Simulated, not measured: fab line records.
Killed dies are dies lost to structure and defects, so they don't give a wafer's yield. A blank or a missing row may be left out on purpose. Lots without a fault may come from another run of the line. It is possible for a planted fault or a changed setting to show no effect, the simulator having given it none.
Split-lot study ; flow n5-finfet ; 21 wafers read from 7 lots, route of 1938 steps

THE SPLIT
At N5_FIN_SAQP_COAT_50 (time 60 s, resist thk 35 nm), the setting spin-rpm was moved away from the recipe's 1500 rpm on 9 of the 21 wafers read, by -10.9% to +11.1%. All remaining wafers had this setting at the recipe value.

FROM THE SPLIT TO THE READING: what the file shows between them, 6 steps
- N5_FIN_SAQP_COAT_10: resist thk 90 nm
- N5_FIN_SAQP_EBR_12
- N5_FIN_SAQP_DESCUM_21: chemistry O2, time 7.9 s
- N5_FIN_SAQP_ETCH_51: etches SiARC in CF4, target depth 45.5 nm, time 75.8 s
- N5_FIN_SAQP_ETCH_52: etches SOC in N2/H2, target depth 100 nm, overetch 20 nm, time 150 s
- N5_FIN_SAQP_STRIP_53: strips in N2/H2

THE READING
SiARC_of_FIN_SAQP_COAT_50.thk-nm (the simulator's own value, which no gauge read), in nm, at N5_FIN_SAQP_HM_OPEN_73 (chemistry CHF3/O2, target SiO2, stops on a-Si, target depth 12 nm, time 16.8 s). No usual value for it is given in the file. Average 5.205 nm, standard deviation 0.55 nm, over the 12 wafers here run with the recipe.

wafer;tool, chamber at the split;spin-rpm as run, rpm;against the recipe;SiARC_of_FIN_SAQP_COAT_50.thk-nm, nm;against lot-mates on the recipe
L075.2;litho-track-04, 0;1500;recipe;5.621;-
L075.3;litho-track-04, 0;1500;recipe;6.25;-
L075.5;litho-track-04, 0;1500;recipe;5.002;-
L077.1;litho-track-03, 0;1500;recipe;5.909;-
L077.2;litho-track-03, 0;1500;recipe;4.709;-
L077.3;litho-track-03, 0;1368;-8.8%;7.318;+2.009
L081.3;litho-track-05, 0;1500;recipe;4.959;-
L081.5;litho-track-05, 0;1553;+3.5%;4.151;-0.808
L081.6;litho-track-05, 0;1553;+3.5%;4.504;-0.455
L085.1;litho-track-03, 0;1667;+11.1%;3.425;-1.504
L085.3;litho-track-03, 0;1500;recipe;4.929;-
L085.4;litho-track-03, 0;1667;+11.1%;3.167;-1.762
L090.2;litho-track-05, 0;1500;recipe;5.619;-
L090.4;litho-track-05, 0;1500;recipe;5.194;-
L090.6;litho-track-05, 0;1500;recipe;5.388;-
L092.1;litho-track-04, 0;1500;recipe;4.402;-
L092.4;litho-track-04, 0;1423;-5.1%;5.481;+1.079
L092.6;litho-track-04, 0;1423;-5.1%;5.573;+1.171
L097.1;litho-track-05, 0;1336;-10.9%;6.847;+2.370
L097.2;litho-track-05, 0;1336;-10.9%;6.603;+2.126
L097.3;litho-track-05, 0;1500;recipe;4.477;-

THE FIT
A straight line over all 21 wafers: SiARC_of_FIN_SAQP_COAT_50.thk-nm changes by -0.163 nm for each +1% of spin-rpm; r = -0.88; the points scatter about the line by 0.51 nm.
The same after taking each lot's own level away (the mean of its wafers on the recipe; 21 wafers): -0.184 nm for each +1%; r = -0.95; scatter 0.34 nm.
That fit puts the effect of the largest move of spin-rpm on the reading at 2 nm.
The lots' own levels span 4.4020 to 5.6243 nm, that is 2.2 times the standard deviation above.
Thus the slope moves with the lot-to-lot level: the two fits are different.
Check: for one of the wafers moved furthest among these (+11.1%), held out of the fit, the line's prediction against its lot-mates is -2.11 nm. Against them it came out at -1.5 nm.

ADDITIONAL SPLITS CARRIED BY THESE WAFERS
Other splits were also applied to these wafers ahead of the reading. Each is held against what the fit with the lots' levels taken away leaves over:
other split on the same wafers;wafers away from the commonest value;r with SiARC_of_FIN_SAQP_COAT_50.thk-nm (lot level and that fit taken away)
N5_ZERO_LAYER_EXPOSE_08 dose-mj;8;+0.28
N5_ZERO_LAYER_PEB_09 peb-time-s;as run: not given for these wafers;-
N5_WELL_APT_COAT_02 spin-rpm;6;+0.05
N5_WELL_APT_PEB_06 peb-time-s;7;+0.30
N5_FIN_SAQP_HM_DEP_03 time-s;9;-0.15

THE WHOLE CHAIN: every reading that the file lists as answering this split, in the file's order
step;what it does;reading;change (the file's fit);r (the file's)
N5_FIN_SAQP_COAT_50;time 60 s, resist thk 35 nm;SiARC_of_FIN_SAQP_COAT_50.thk-nm (the simulator's own value, which no gauge read);-0.174 nm for each +1% of the setting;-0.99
N5_FIN_SAQP_ETCH_51;etches SiARC in CF4, target depth 45.5 nm, time 75.8 s;etch-rf-on-time-s;withheld for each +1% of the setting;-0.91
N5_FIN_SAQP_ETCH_51;etches SiARC in CF4, target depth 45.5 nm, time 75.8 s;etch.depth-nm (the simulator's own value, which no gauge read);-0.174 nm for each +1% of the setting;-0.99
N5_FIN_SAQP_ETCH_51;etches SiARC in CF4, target depth 45.5 nm, time 75.8 s;CAR-ArF_of_FIN_SAQP_COAT_10.thk-nm (the simulator's own value, which no gauge read);+0.167 nm for each +1% of the setting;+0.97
N5_FIN_SAQP_ETCH_52;etches SOC in N2/H2, target depth 100 nm, overetch 20 nm, time 150 s;SiARC_of_FIN_SAQP_COAT_50.thk-nm (the simulator's own value, which no gauge read);-0.177 nm for each +1% of the setting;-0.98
N5_FIN_SAQP_HM_OPEN_73;chemistry CHF3/O2, target SiO2, stops on a-Si, target depth 12 nm, time 16.8 s;SiARC_of_FIN_SAQP_COAT_50.thk-nm (the simulator's own value, which no gauge read);-0.19 nm for each +1% of the setting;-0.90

FILE'S OWN FIT
SiARC_of_FIN_SAQP_COAT_50.thk-nm changes by -0.19 nm for each +1% of spin-rpm, r = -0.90.
